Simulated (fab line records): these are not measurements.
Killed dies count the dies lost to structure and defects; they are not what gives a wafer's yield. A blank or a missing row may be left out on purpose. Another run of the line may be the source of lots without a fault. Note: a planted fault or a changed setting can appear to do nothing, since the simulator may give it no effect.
Which tool is to blame? ; flow n5-finfet ; 11 lots, 33 wafers sampled, at 3 steps of a route of 1938

WHAT THE GAUGES READ, wafer by wafer
N5_BEOL_M7_INSPECT_13: inspects for defects (brightfield).
lot;measured;on;raw-defect-count
L074;day 9 00:42;defect-inspect-02;720 484 570
L077;day 9 15:30;defect-inspect-01;418 393 415
L078;day 10 03:37;defect-inspect-02;473 453 411
L081;day 10 08:19;defect-inspect-01;513 318 305
L083;day 10 20:23;defect-inspect-01;305 379 316
L087;day 12 05:09;defect-inspect-01;354 469 512
L085;day 12 09:52;defect-inspect-02;410 520 491
L089;day 13 04:38;defect-inspect-01;457 337 378
L090;day 13 06:46;defect-inspect-02;518 523 527
L094;day 13 12:02;defect-inspect-02;365 557 409
L096;day 14 11:17;defect-inspect-02;276 303 302

EACH LOT AND THE TOOL THAT RAN IT (in order: tool; ch and the chambers of the sampled wafers; start)
lot;N5_BEOL_M6_PRE_CLEAN_45;N5_BEOL_M7_HM_DEP_02
L074;pvd-sputter-01, day 8 18:52;pvd-sputter-02, day 9 00:08
L077;pvd-sputter-03, day 9 10:52;pvd-sputter-03, day 9 15:04
L078;pvd-sputter-03, day 10 00:10;pvd-sputter-03, day 10 03:12
L081;pvd-sputter-03, day 10 03:42;pvd-sputter-01, day 10 07:46
L083;pvd-sputter-01, day 10 15:49;pvd-sputter-01, day 10 19:58
L087;pvd-sputter-01, day 12 00:23;pvd-sputter-01, day 12 04:41
L085;pvd-sputter-01, day 12 04:34;pvd-sputter-01, day 12 09:19
L089;pvd-sputter-01, day 13 01:10;pvd-sputter-01, day 13 04:05
L090;pvd-sputter-03, day 13 03:42;pvd-sputter-03, day 13 06:13
L094;pvd-sputter-02, day 13 08:29;pvd-sputter-02, day 13 11:29
L096;pvd-sputter-03, day 14 06:10;pvd-sputter-02, day 14 10:44
- N5_BEOL_M6_PRE_CLEAN_45: time 30 s.
- N5_BEOL_M7_HM_DEP_02: deposits TiN, target thk 20 nm.

THE ANSWER, worked out from the rows above alone
Rule: the lots themselves supply what counts as usual. The widest of any qualifying gaps counts: lots, ordered by their means at a reading, are off when they make up no more than a third of the lots, leave a main group of 4 or more, and stand apart from it by 3 or more times the standard deviation of that group's means. Not used: any main group whose means are identical at the precision the tables above print for the reading. Also off: a lot with no number at a reading for which 4 or more lots have one. Where the step has rows for the other lots, those lots are counted as sound.
None of the lots is off at any reading shown; this tells nothing.

WHAT THE SIMULATOR HAD INSERTED
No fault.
